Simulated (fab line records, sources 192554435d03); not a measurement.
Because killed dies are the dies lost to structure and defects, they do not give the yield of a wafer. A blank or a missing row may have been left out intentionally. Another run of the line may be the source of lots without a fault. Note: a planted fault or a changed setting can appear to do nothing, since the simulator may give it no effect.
Chamber matching ; flow n5_finfet ; N5_BEOL_M3_ETCH_70 on rie_diel-05 has 4 sister chambers
The step etches SOC in N2/H2, target depth 80 nm, overetch 16 nm, time 120 s. 4 wafers are shown with their chamber, then 8 later ones without.

== WAFERS WITH THEIR CHAMBER ==
wafer;chamber;drypump_motor_current_A (A)
L079.5;0;5.5
L081.2;2;5.8
L091.4;3;5.0
L092.1;1;5.8

== WAFERS WHOSE CHAMBER IS MISSING ==
wafer;drypump_motor_current_A (A)
L092.3;5.0
L092.6;5.5
L094.1;5.7
L094.2;5.5
L094.6;5.5
L095.1;5.0
L095.5;5.0
L095.6;5.7

== WHICH CHAMBER EACH WENT THROUGH ==
wafer;from the rows above;in truth
L092.3;3;3
L092.6;0;0
L094.1;can't be placed: 1 or 2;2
L094.2;0;0
L094.6;0;0
L095.1;3;3
L095.5;3;3
L095.6;can't be placed: 1 or 2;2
6 of 8 placed correctly. These rows do not allow placing 2 (true chamber among the candidates in 2). Wrongly placed: 0.
How it was worked out, from the rows above alone: a wafer's distance from a chamber is the root of the sum, over the readings, of the square of ((its reading less the chamber's mean) divided by the reading's scatter). The wafer belongs to the nearest chamber; if the next one is less than 2 further off, it can't be placed. For every chamber, the mean is computed from those of its wafers that are shown. The scatter: root of mean squared gap, hidden wafer to nearest shown wafer, with one shown wafer a chamber.
